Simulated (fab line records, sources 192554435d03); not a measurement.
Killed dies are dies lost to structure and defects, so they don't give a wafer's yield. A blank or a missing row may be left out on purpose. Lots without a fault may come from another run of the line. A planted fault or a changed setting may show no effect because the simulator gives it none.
Split-lot experiment | flow n5_finfet | 7 lots, 21 wafers read, on a route of 1938 steps

THE SPLIT
At N5_BEOL_M14_DEP_53 (deposits SiCN from 3MS/NH3, target thk 50 nm, time 17.8 s), the setting time_s was moved away from the recipe's 17.8 s on 6 of the 21 wafers read, by -9.8% to +8.7%. The other wafers ran this setting at the recipe's value.

The reading is taken at the split's own step.

THE READING
SiCN_of_BEOL_M14_DEP_53.thk_nm (the simulator's own value, which no gauge read), in nm, at N5_BEOL_M14_DEP_53 (deposits SiCN from 3MS/NH3, target thk 50 nm, time 17.8 s). The file gives no usual value for it. The 15 wafers here that ran the recipe average 49.9 nm, standard deviation 0.72 nm.

wafer  | tool, chamber at the split | time_s as run, s | against the recipe | SiCN_of_BEOL_M14_DEP_53.thk_nm, nm | against lot-mates on the recipe
L075.1 | pecvd-01, 0                | 17.8             | recipe             | 49                                 | -
L075.3 | pecvd-01, 1                | 19.34            | +8.7%              | 53.4                               | +4.3
L075.4 | pecvd-01, 1                | 17.8             | recipe             | 49.2                               | -
L081.1 | pecvd-03, 2                | 16.06            | -9.8%              | 44.2                               | -6.2
L081.2 | pecvd-03, 0                | 17.8             | recipe             | 50.4                               | -
L081.6 | pecvd-03, 0                | 16.06            | -9.8%              | 45.4                               | -5.0
L086.3 | pecvd-03, 2                | 17.8             | recipe             | 48.8                               | -
L086.5 | pecvd-03, 1                | 17.8             | recipe             | 51                                 | -
L086.6 | pecvd-03, 2                | 17.8             | recipe             | 49.8                               | -
L090.1 | pecvd-01, 1                | 16.64            | -6.5%              | 46.6                               | -2.8
L090.3 | pecvd-01, 2                | 16.64            | -6.5%              | 44.8                               | -4.6
L090.6 | pecvd-01, 2                | 17.8             | recipe             | 49.4                               | -
L094.1 | pecvd-03, 2                | 17.8             | recipe             | 49.8                               | -
L094.3 | pecvd-03, 1                | 17.8             | recipe             | 50.6                               | -
L094.5 | pecvd-03, 0                | 17.8             | recipe             | 51                                 | -
L095.1 | pecvd-01, 1                | 17.8             | recipe             | 50.8                               | -
L095.2 | pecvd-01, 0                | 17.8             | recipe             | 49.8                               | -
L095.4 | pecvd-01, 2                | 17.8             | recipe             | 50.6                               | -
L097.3 | pecvd-01, 2                | 17.8             | recipe             | 49.2                               | -
L097.4 | pecvd-01, 0                | 17.8             | recipe             | 49.8                               | -
L097.6 | pecvd-01, 2                | 16.09            | -9.6%              | 44.6                               | -4.9

THE FIT
A straight line over all 21 wafers: SiCN_of_BEOL_M14_DEP_53.thk_nm changes by +0.524 nm for each +1% of time_s; r = +0.95; the points scatter about the line by 0.8 nm.
The same after taking each lot's own level away (the mean of its wafers on the recipe; 21 wafers): +0.542 nm for each +1%; r = +0.97; scatter 0.59 nm.
On that fit, the largest move of time_s shifts the reading by 5.3 nm.
The lots' own levels span 49.10 to 50.47 nm, that is 1.9 times the standard deviation above.
So the lot-to-lot level changes the slope little: the two slopes agree.
Check: with one of the wafers moved furthest among these (-9.8%) left out of the fit, the line predicts -5.11 nm for it against its lot-mates. It came out at -6.2 nm against them.

OTHER SPLITS ON THESE WAFERS
These wafers also went through other splits before the reading. Each is held against what the fit with the lots' levels taken away leaves over:
other split on the same wafers    | wafers away from the commonest value | r with SiCN_of_BEOL_M14_DEP_53.thk_nm (lot level and that fit taken away)
N5_BEOL_M13_TRENCH_ETCH_34 time_s | 4                                    | +0.09

THE FILE'S OWN FIT
SiCN_of_BEOL_M14_DEP_53.thk_nm changes by +0.535 nm for each +1% of time_s, r = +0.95.
